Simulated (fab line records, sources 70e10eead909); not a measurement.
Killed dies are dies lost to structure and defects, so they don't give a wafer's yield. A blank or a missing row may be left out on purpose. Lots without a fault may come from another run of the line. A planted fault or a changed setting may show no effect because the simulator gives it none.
Which tool did it? | flow nand_harc | 12 lots, 36 wafers sampled, at 6 steps of a route of 1159

WHAT THE GAUGES READ, wafer by wafer
NHARC_A_BONDPAD_CD_MEAS_09: target cd 500 nm.
lot  | measured     | on        | cd_nm (nm)
L968 | day 18 18:08 | cd_sem-02 | 497.7 500.5 499.4
L969 | day 18 22:13 | cd_sem-02 | 502.3 501.0 501.9
L967 | day 18 22:28 | cd_sem-01 | 500.3 501.7 504.6
L971 | day 19 19:20 | cd_sem-03 | 497.7 495.1 498.5
L973 | day 20 01:05 | cd_sem-02 | 495.6 493.1 495.7
L976 | day 20 18:16 | cd_sem-02 | 503.4 500.3 505.0
L978 | day 20 19:36 | cd_sem-02 | 500.5 500.3 498.7
L977 | day 20 22:47 | cd_sem-01 | 501.6 498.2 498.9
L981 | day 21 15:31 | cd_sem-03 | 497.9 505.3 502.9
L987 | day 22 23:59 | cd_sem-03 | 496.8 499.7 498.6
L988 | day 23 01:25 | cd_sem-01 | 502.1 502.0 503.7
L986 | day 23 15:07 | cd_sem-02 | 497.1 494.9 498.2

NHARC_A_BONDPAD_CD_MEAS_13.
lot  | measured     | on        | cd_nm (nm)
L968 | day 18 18:41 | cd_sem-01 | 497 499 497
L969 | day 18 22:45 | cd_sem-02 | 504 503 505
L967 | day 18 22:59 | cd_sem-01 | 500 499 506
L971 | day 19 19:53 | cd_sem-02 | 497 496 499
L973 | day 20 01:37 | cd_sem-03 | 493 495 495
L976 | day 20 18:49 | cd_sem-01 | 506 502 506
L978 | day 20 20:08 | cd_sem-01 | 500 502 500
L977 | day 20 23:19 | cd_sem-03 | 502 500 499
L981 | day 21 16:02 | cd_sem-01 | 496 502 503
L987 | day 23 00:31 | cd_sem-03 | 498 500 498
L988 | day 23 01:57 | cd_sem-01 | 505 502 505
L986 | day 23 15:38 | cd_sem-02 | 496 495 495

NHARC_THIN_TSV_INSPECT_40.
lot  | measured     | on                | raw_defect_count
L968 | day 20 00:40 | defect_inspect-02 | 479 417 422
L969 | day 20 00:40 | defect_inspect-02 | 399 409 541
L967 | day 20 05:04 | defect_inspect-02 | 474 434 391
L971 | day 21 00:52 | defect_inspect-02 | 407 554 456
L973 | day 21 04:55 | defect_inspect-02 | 475 412 459
L976 | day 21 23:20 | defect_inspect-02 | 409 444 458
L978 | day 21 23:20 | defect_inspect-02 | 1429 552 1460
L977 | day 21 23:20 | defect_inspect-02 | 435 434 419
L981 | day 23 01:17 | defect_inspect-02 | 478 445 1360
L987 | day 24 04:15 | defect_inspect-02 | 462 448 475
L988 | day 24 04:15 | defect_inspect-01 | 362 393 384
L986 | day 24 18:11 | defect_inspect-01 | 462 524 668

NHARC_END_SORT_01.
lot  | measured     | on        | defect_limited_yield (%) | killed_at_array | killed_at_other | killed_at_periphery | killed_dies | killed_open | killed_short | sort_bin_2_pct (%) | sort_bin_3_pct (%) | sort_bin_4_pct (%) | sort_n_pass | sort_rim_yield_pct (%) | sort_yield_pct (%)
L978 | day 22 11:46 | prober-02 | 85.4 96.2 83.3           | 12 24 25        | 84 1 85         | 3 1 3               | 99 26 113   | 4 5 2       | 2 0 1        | 5.9 1.5 5.2        | 4.73 0.44 5.02     | 4.0 1.9 6.5        | 578 651 564 | 82 99 88               | 85.4 96.2 83.3
L981 | day 23 04:22 | prober-01 | 96.6 96.6 83.8           | 13 13 15        | 0 0 84          | 10 10 11            | 23 23 110   | 1 1 2       | 0 2 3        | 1.5 0.6 5.6        | 0 0.44 5.02        | 1.9 2.4 5.6        | 654 654 567 | 96 97 85               | 96.6 96.6 83.8

WHICH TOOL RAN EACH LOT (tool, then ch and the chambers of the sampled wafers, then the start)
lot  | NHARC_A_M1_PRE_CLEAN_30                 | NHARC_THIN_TSV_STRIP_56
L968 | pvd_sputter-03, day 18 18:08 or earlier | plasma_asher-01 ch 0,1, day 19 17:40
L969 | pvd_sputter-01, day 18 22:13 or earlier | plasma_asher-02 ch 0, day 19 20:28
L967 | pvd_sputter-03, day 18 22:28 or earlier | plasma_asher-02 ch 1, day 19 23:49
L971 | pvd_sputter-03, day 19 19:20 or earlier | plasma_asher-02 ch 0,1, day 20 20:38
L973 | pvd_sputter-03, day 20 01:05 or earlier | plasma_asher-01 ch 0,1, day 20 23:40
L976 | pvd_sputter-03, day 20 18:16 or earlier | plasma_asher-01 ch 0,1, day 21 18:06
L978 | pvd_sputter-01, day 20 19:36 or earlier | plasma_asher-01 ch 0,1, day 21 20:22
L977 | pvd_sputter-02, day 20 22:47 or earlier | plasma_asher-02 ch 1, day 21 19:14
L981 | pvd_sputter-02, day 21 15:31 or earlier | plasma_asher-01 ch 0,1, day 22 20:03
L987 | pvd_sputter-01, day 22 23:59 or earlier | plasma_asher-02 ch 1, day 23 23:19
L988 | pvd_sputter-03, day 23 01:25 or earlier | plasma_asher-02 ch 0,1, day 24 00:42
L986 | pvd_sputter-02, day 23 15:07 or earlier | plasma_asher-02 ch 0,1, day 24 13:10
- NHARC_A_M1_PRE_CLEAN_30: time 30 s.
- NHARC_THIN_TSV_STRIP_56: strips in O2.

WHAT THE TOOLS THEMSELVES READ (means of the sampled wafers that have a number; where no wafer has one, the mark that the record gives instead)
NHARC_A_M1_PRE_CLEAN_30.
lot  | tool           | heater_power_w (W)
L968 | pvd_sputter-03 | 418
L969 | pvd_sputter-01 | 423
L967 | pvd_sputter-03 | 398
L971 | pvd_sputter-03 | 405
L973 | pvd_sputter-03 | 419
L976 | pvd_sputter-03 | 417
L978 | pvd_sputter-01 | 393
L977 | pvd_sputter-02 | 420
L981 | pvd_sputter-02 | 456
L987 | pvd_sputter-01 | 389
L988 | pvd_sputter-03 | 411
L986 | pvd_sputter-02 | 409

NHARC_THIN_TSV_STRIP_56.
lot  | tool            | drypump_motor_current_A (A) | heater_power_w (W)
L968 | plasma_asher-01 | 6.5                         | 337
L969 | plasma_asher-02 | 5.7                         | 267
L967 | plasma_asher-02 | 6.1                         | 296
L971 | plasma_asher-02 | 6.0                         | 288
L973 | plasma_asher-01 | 6.5                         | 342
L976 | plasma_asher-01 | 6.5                         | 342
L978 | plasma_asher-01 | 6.5                         | 369
L977 | plasma_asher-02 | 6.1                         | 297
L981 | plasma_asher-01 | 6.4                         | 346
L987 | plasma_asher-02 | 6.1                         | 307
L988 | plasma_asher-02 | 5.8                         | 282
L986 | plasma_asher-02 | 5.8                         | 284

THE ANSWER, worked out from the rows above alone
Rule: what is usual is taken from the lots themselves. Put in order of their means at a reading, lots are off if they are a third of the lots or fewer, leave a main group of 4 or more, and stand apart from it by a gap of 3 or more times the standard deviation of the main group's means; of several such gaps the widest counts. A main group whose means are all the same, to the digits that the tables above print for the reading, isn't used. A lot without any number at a reading at which 4 lots or more have one is off too. The other lots that the step has rows for count as sound. The gauges are gone through in route order, then the tools' own readings, and for those a lot's mean is taken as printed above. The first step at which some lot is off is used, and at that step the reading that is off furthest; a lot without a number counts as furthest.
Off: L978, L981, at NHARC_THIN_TSV_INSPECT_40 (raw_defect_count). The main group: mean 450, standard deviation 41.
A tool fits if, at a process step before that reading, it ran every lot that is off, and no sound lot after the first of them. The gauges at NHARC_THIN_TSV_INSPECT_40 are tried like those tools. NHARC_A_M1_PRE_CLEAN_30 gives no start for some lots, so the hours and the order of its lots are those of NHARC_A_BONDPAD_CD_MEAS_09. One fits: plasma_asher-01 at NHARC_THIN_TSV_STRIP_56. Its last sound lot is L976 (day 21 18:06), its first lot that is off L978 (day 21 20:22): a fault that began between those two fits.

WHAT THE SIMULATOR HAD PUT IN
Chamber particle source: plasma_asher-01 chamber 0, from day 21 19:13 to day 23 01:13, at NHARC_THIN_TSV_STRIP_56. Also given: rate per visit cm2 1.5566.
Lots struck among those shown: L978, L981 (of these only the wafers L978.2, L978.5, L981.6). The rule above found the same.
